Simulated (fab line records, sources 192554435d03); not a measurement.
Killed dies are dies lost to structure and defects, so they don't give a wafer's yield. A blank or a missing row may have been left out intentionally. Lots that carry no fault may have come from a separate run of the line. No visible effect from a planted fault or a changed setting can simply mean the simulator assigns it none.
Which tool did it? + flow n5_finfet + 8 lots, 24 wafers sampled, at 5 steps of a route of 1938

== WHAT THE GAUGES SHOWED, per wafer ==
N5_BEOL_M4_RC_MEAS_101. Usual: DIBL_N 36.1 mV/V, standard deviation 1.3; DIBL_P 36.1 mV/V, standard deviation 1.7; IOFF_N 0.154 nA/um, standard deviation 0.022; IOFF_P 0.201 nA/um, standard deviation 0.024; ION_N 675 uA/um, standard deviation 8.9; ION_P 462 uA/um, standard deviation 5.9; SS_N 71.5 mV/dec, standard deviation 0.49; SS_P 73.3 mV/dec, standard deviation 0.58; VT_N 250.0 mV, standard deviation 2.7; VT_P -251.3 mV, standard deviation 2.7.
| lot  | measured     | on        | DIBL_N (mV/V)  | DIBL_P (mV/V)  | IOFF_N (nA/um)    | IOFF_P (nA/um)    | ION_N (uA/um) | ION_P (uA/um) | SS_N (mV/dec)  | SS_P (mV/dec)  | VT_N (mV)         | VT_P (mV)            | flag |
|------|--------------|-----------|----------------|----------------|-------------------|-------------------|---------------|---------------|----------------|----------------|-------------------|----------------------|------|
| L185 | day 8 02:04  | prober-02 | 34.0 33.7 33.8 | 33.8 33.7 33.5 | 0.133 0.128 0.129 | 0.171 0.170 0.167 | 662 672 662   | 449 464 456   | 71.7 71.9 71.2 | 72.9 73.1 72.6 | 250.9 254.0 252.7 | -255.2 -254.0 -255.0 |      |
| L187 | day 8 21:16  | prober-02 | 37.6 38.4 35.2 | 37.2 38.5 34.9 | 0.164 0.181 0.134 | 0.216 0.235 0.184 | 681 684 681   | 468 468 466   | 71.6 72.1 71.5 | 73.5 73.9 73.4 | 250.3 248.3 252.3 | -249.2 -249.2 -253.5 |      |
| L188 | day 8 19:33  | prober-01 | 36.1 35.2 34.5 | 37.1 35.6 35.4 | 0.179 0.158 0.144 | 0.224 0.199 0.200 | 685 682 669   | 463 461 465   | 71.1 71.2 71.1 | 73.4 73.2 73.5 | 247.2 248.8 252.7 | -246.5 -250.6 -250.5 |      |
| L196 | day 11 19:35 | prober-01 | 36.0 37.1 36.7 | 34.7 35.7 35.4 | 0.144 0.161 0.161 | 0.203 0.215 0.209 | 673 672 679   | 466 463 466   | 70.5 71.2 71.0 | 72.4 73.2 73.3 | 249.2 249.9 249.1 | -247.3 -250.3 -251.8 |      |
| L197 | day 11 16:36 | prober-01 | 32.9 33.4 33.5 | 32.7 33.6 32.3 | 0.124 0.129 0.119 | 0.164 0.179 0.157 | 677 664 671   | 465 458 460   | 71.2 71.1 71.3 | 73.2 73.4 72.7 | 251.8 251.4 255.1 | -253.6 -254.2 -254.7 |      |
| L199 | day 12 03:42 | prober-02 | 36.6 36.5 36.6 | 36.4 36.1 36.7 | 0.151 0.146 0.154 | 0.210 0.202 0.210 | 669 671 680   | 463 459 464   | 71.4 71.2 71.6 | 73.1 73.2 72.8 | 252.1 249.7 247.6 | -252.0 -251.8 -253.2 |      |
| L206 | day 14 07:29 | prober-02 | 38.7 37.4 36.1 | 39.5 38.0 36.4 | 0.196 0.174 0.147 | 0.268 0.247 0.211 | 696 681 670   | 478 470 464   | 72.4 72.2 71.9 | 73.9 73.6 73.0 | 244.5 245.3 251.1 | -245.7 -248.8 -247.4 |      |
| L207 | day 14 10:37 | prober-01 | 35.0 35.0 35.9 | 35.5 36.1 36.4 | 0.129 0.136 0.141 | 0.156 0.168 0.169 | 667 678 677   | 456 460 462   | 71.1 71.8 72.3 | 73.3 72.9 73.3 | 251.5 249.9 250.5 | -255.6 -253.4 -256.6 |      |

== TOOL THAT RAN EACH LOT (tool first, then ch and the chambers of the sampled wafers, then the start) ==
| lot  | N5_FIN_SAQP_HM_OPEN_73            | N5_FIN_SAQP_STRIP_55              | N5_FIN_SAQP_ETCH_69               | N5_FIN_SAQP_SPACER2_ETCHBACK_29   |
|------|-----------------------------------|-----------------------------------|-----------------------------------|-----------------------------------|
| L185 | rie_diel-06 ch 0,1, day 2 04:23   | rie_diel-06 ch 1,2, day 2 04:35   | rie_diel-01 ch 0,1,3, day 2 07:22 | rie_diel-01 ch 0,1, day 2 08:02   |
| L187 | rie_diel-06 ch 1,2,3, day 2 16:35 | rie_diel-01 ch 0,1,3, day 2 16:46 | rie_diel-01 ch 0,3, day 2 20:11   | rie_diel-06 ch 0,2, day 2 20:50   |
| L188 | rie_diel-01 ch 0,2, day 2 22:25   | rie_diel-01 ch 2,3, day 2 22:37   | rie_diel-06 ch 0,3, day 3 01:22   | rie_diel-01 ch 1,3, day 3 02:22   |
| L196 | rie_diel-02 ch 2,3, day 4 23:25   | rie_diel-06 ch 1,2,3, day 4 23:40 | rie_diel-01 ch 2,3, day 5 02:13   | rie_diel-02 ch 0,1,2, day 5 02:51 |
| L197 | rie_diel-01 ch 0,1,2, day 5 04:47 | rie_diel-01 ch 0,1,2, day 5 04:59 | rie_diel-01 ch 1,2, day 5 07:19   | rie_diel-01 ch 0,1,3, day 5 08:00 |
| L199 | rie_diel-02 ch 0,2,3, day 5 18:00 | rie_diel-02 ch 2,3, day 5 18:11   | rie_diel-02 ch 0,2,3, day 5 20:36 | rie_diel-02 ch 0,2,3, day 5 21:14 |
| L206 | rie_diel-06 ch 0,2,3, day 7 11:25 | rie_diel-06 ch 0,1,2, day 7 11:36 | rie_diel-06 ch 0,3, day 7 14:02   | rie_diel-06 ch 0,1,3, day 7 14:40 |
| L207 | rie_diel-01 ch 1,3, day 7 16:23   | rie_diel-02 ch 1,2, day 7 16:34   | rie_diel-02 ch 0,1,3, day 7 19:06 | rie_diel-02 ch 1,2,3, day 7 19:44 |
- N5_FIN_SAQP_HM_OPEN_73: chemistry CHF3/O2, target SiO2, stops on a-Si, target depth 12 nm, time 16.8 s.
- N5_FIN_SAQP_STRIP_55: strips in N2/H2.
- N5_FIN_SAQP_ETCH_69: etches SOC in N2/H2, stops on SiNx, target depth 150 nm.
- N5_FIN_SAQP_SPACER2_ETCHBACK_29: etches SiO2 in CHF3/O2, target depth 12.2 nm, time 6.1 s.

== AS READ BY THE TOOLS THEMSELVES (means over the sampled wafers that have a number; for cases with no such wafer, the mark the record gives instead) ==
N5_FIN_SAQP_HM_OPEN_73. Usual: value, then standard deviation, for each; bias_w 170.0 W / 0.46; drypump_motor_current_A 5.7 A / 0.35; oes_ar_750_au 0.78 a.u. / 0.094; oes_product_au 0.47 a.u. / 0.057; rf_vpp_V 523 V / 4; showerhead_plenum_p_Torr 2.41 Torr / 0.081; throttle_valve_pct 18.76 % / 0.22.
| lot  | tool        | bias_w (W) | drypump_motor_current_A (A) | oes_ar_750_au (a.u.) | oes_product_au (a.u.) | rf_vpp_V (V) | showerhead_plenum_p_Torr (Torr) | throttle_valve_pct (%) | flag |
|------|-------------|------------|-----------------------------|----------------------|-----------------------|--------------|---------------------------------|------------------------|------|
| L185 | rie_diel-06 | 170.1      | 5.4                         | 0.88                 | 0.52                  | 524          | 2.52                            | 18.63                  |      |
| L187 | rie_diel-06 | 170.2      | 5.8                         | 0.73                 | 0.44                  | 519          | 2.36                            | 18.80                  |      |
| L188 | rie_diel-01 | 170.0      | 5.5                         | 0.88                 | 0.53                  | 525          | 2.37                            | 18.55                  |      |
| L196 | rie_diel-02 | 169.5      | 5.5                         | 0.89                 | 0.53                  | 524          | 2.42                            | 18.58                  |      |
| L197 | rie_diel-01 | 170.0      | 5.5                         | 0.77                 | 0.46                  | 525          | 2.38                            | 18.87                  |      |
| L199 | rie_diel-02 | 170.1      | 5.6                         | 0.80                 | 0.48                  | 526          | 2.46                            | 18.59                  |      |
| L206 | rie_diel-06 | 170.1      | 5.7                         | 0.83                 | 0.50                  | 520          | 2.41                            | 18.73                  |      |
| L207 | rie_diel-01 | 170.3      | 5.8                         | 0.79                 | 0.47                  | 527          | 2.38                            | 19.05                  |      |

N5_FIN_SAQP_STRIP_55. Usual: drypump_motor_current_A 5.7 A, standard deviation 0.35; oes_product_au 0.77 a.u., standard deviation 0.1; rf_vpp_V 121.8 V, standard deviation 1.4; showerhead_plenum_p_Torr 3.36 Torr, standard deviation 0.1; temp_c 40.00 C, standard deviation 0.12; throttle_valve_pct 18.91 %, standard deviation 0.29.
| lot  | tool        | drypump_motor_current_A (A) | oes_product_au (a.u.) | rf_vpp_V (V) | showerhead_plenum_p_Torr (Torr) | temp_c (C) | throttle_valve_pct (%) | flag |
|------|-------------|-----------------------------|-----------------------|--------------|---------------------------------|------------|------------------------|------|
| L185 | rie_diel-06 | 5.7                         | 0.72                  | 121.9        | 3.34                            | 40.09      | 18.78                  |      |
| L187 | rie_diel-01 | 5.7                         | 0.71                  | 121.5        | 3.33                            | 40.06      | 19.04                  |      |
| L188 | rie_diel-01 | 6.2                         | 0.80                  | 122.3        | 3.31                            | 40.06      | 18.73                  |      |
| L196 | rie_diel-06 | 5.8                         | 0.72                  | 120.8        | 3.29                            | 39.92      | 18.99                  |      |
| L197 | rie_diel-01 | 5.5                         | 0.76                  | 123.5        | 3.31                            | 40.03      | 19.02                  |      |
| L199 | rie_diel-02 | 5.3                         | 0.82                  | 120.9        | 3.43                            | 40.01      | 18.70                  |      |
| L206 | rie_diel-06 | 5.5                         | 0.85                  | 122.2        | 3.40                            | 40.02      | 18.63                  |      |
| L207 | rie_diel-02 | 5.7                         | 0.90                  | 120.8        | 3.29                            | 40.10      | 18.78                  |      |

N5_FIN_SAQP_ETCH_69. Usual: value, then standard deviation, for each; bias_w 60.97 W / 0.19; drypump_motor_current_A 5.7 A / 0.33; oes_product_au 0.76 a.u. / 0.089; rf_fwd_power_W 843.6 W / 2.9; rf_vpp_V 240.7 V / 1.4; showerhead_plenum_p_Torr 2.55 Torr / 0.078; throttle_valve_pct 17.75 % / 0.23.
| lot  | tool        | bias_w (W) | drypump_motor_current_A (A) | oes_product_au (a.u.) | rf_fwd_power_W (W) | rf_vpp_V (V) | showerhead_plenum_p_Torr (Torr) | throttle_valve_pct (%) | flag |
|------|-------------|------------|-----------------------------|-----------------------|--------------------|--------------|---------------------------------|------------------------|------|
| L185 | rie_diel-01 | 61.02      | 5.7                         | 0.70                  | 843.7              | 240.4        | 2.52                            | 17.99                  |      |
| L187 | rie_diel-01 | 61.03      | 5.6                         | 0.68                  | 845.3              | 240.3        | 2.51                            | 17.98                  |      |
| L188 | rie_diel-06 | 60.95      | 5.9                         | 0.78                  | 843.8              | 240.1        | 2.53                            | 17.87                  |      |
| L196 | rie_diel-01 | 61.05      | 6.0                         | 0.84                  | 996.0              | 227.0        | 2.49                            | 17.53                  | OFF  |
| L197 | rie_diel-01 | 61.14      | 5.6                         | 0.78                  | 995.9              | 227.4        | 2.51                            | 17.89                  | OFF  |
| L199 | rie_diel-02 | 60.98      | 5.6                         | 0.80                  | 843.9              | 241.4        | 2.60                            | 17.60                  |      |
| L206 | rie_diel-06 | 60.80      | 5.6                         | 0.78                  | 841.8              | 240.7        | 2.61                            | 17.82                  |      |
| L207 | rie_diel-02 | 61.03      | 5.6                         | 0.79                  | 843.7              | 241.9        | 2.59                            | 17.62                  |      |

N5_FIN_SAQP_SPACER2_ETCHBACK_29. Usual: value, then standard deviation, for each; bias_w 170.0 W / 0.52; drypump_motor_current_A 5.6 A / 0.33; oes_ar_750_au 0.77 a.u. / 0.09; oes_product_au 0.78 a.u. / 0.096; rf_vpp_V 524 V / 3.4; showerhead_plenum_p_Torr 2.42 Torr / 0.073; throttle_valve_pct 18.82 % / 0.24.
| lot  | tool        | bias_w (W) | drypump_motor_current_A (A) | oes_ar_750_au (a.u.) | oes_product_au (a.u.) | rf_vpp_V (V) | showerhead_plenum_p_Torr (Torr) | throttle_valve_pct (%) | flag |
|------|-------------|------------|-----------------------------|----------------------|-----------------------|--------------|---------------------------------|------------------------|------|
| L185 | rie_diel-01 | 169.6      | 5.4                         | 0.72                 | 0.72                  | 527          | 2.39                            | 19.21                  |      |
| L187 | rie_diel-06 | 169.8      | 5.4                         | 0.84                 | 0.84                  | 522          | 2.51                            | 18.84                  |      |
| L188 | rie_diel-01 | 169.6      | 5.8                         | 0.72                 | 0.72                  | 528          | 2.40                            | 19.19                  |      |
| L196 | rie_diel-02 | 169.9      | 5.8                         | 0.79                 | 0.79                  | 525          | 2.42                            | 18.73                  |      |
| L197 | rie_diel-01 | 170.2      | 5.7                         | 0.70                 | 0.69                  | 526          | 2.38                            | 19.17                  |      |
| L199 | rie_diel-02 | 169.9      | 5.6                         | 0.80                 | 0.80                  | 526          | 2.46                            | 18.66                  |      |
| L206 | rie_diel-06 | 170.2      | 5.7                         | 0.76                 | 0.76                  | 522          | 2.42                            | 18.84                  |      |
| L207 | rie_diel-02 | 169.9      | 5.6                         | 0.85                 | 0.85                  | 523          | 2.41                            | 18.69                  |      |

== THE ANSWER, worked out from the rows above alone ==
Rule: take the mean of a lot's wafers that have a number; if it is more than 3 standard deviations from the usual mean, the lot is off. A lot without any number at a reading at which 4 lots or more have one is off too. Any other lot the step has rows for is counted as sound. First the gauges in route order, then the tools' own readings, where a lot's mean is used as printed above. The first step at which some lot is off is used, and at that step the reading that is off furthest; a lot without a number counts as furthest.
Off: L196, L197 (N5_FIN_SAQP_ETCH_69, rf_fwd_power_W).
A tool fits if, at that step or a process step before it, it ran every lot that is off, and no sound lot after the first of them. One fits: N5_FIN_SAQP_ETCH_69 on rie_diel-01. A fault onset in the window from L187 (day 2 20:11, its last sound lot) to L196 (day 5 02:13, its first lot off) fits.
The tool's own readings at N5_FIN_SAQP_ETCH_69 bear it out: on the lots that are off they differ by more than 5 times the standard deviation of the sound lots' means. rf_fwd_power_W reads 996.0 W there against 843.7 W on the sound lots; rf_vpp_V reads 227.2 V there against 240.8 V on the sound lots.

== WHAT WAS PUT IN BY THE SIMULATOR ==
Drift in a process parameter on rie_diel-01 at N5_FIN_SAQP_ETCH_69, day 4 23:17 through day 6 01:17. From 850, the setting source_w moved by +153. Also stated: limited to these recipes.
Lots struck among those shown: L197, L196. The same result came from the rule above.
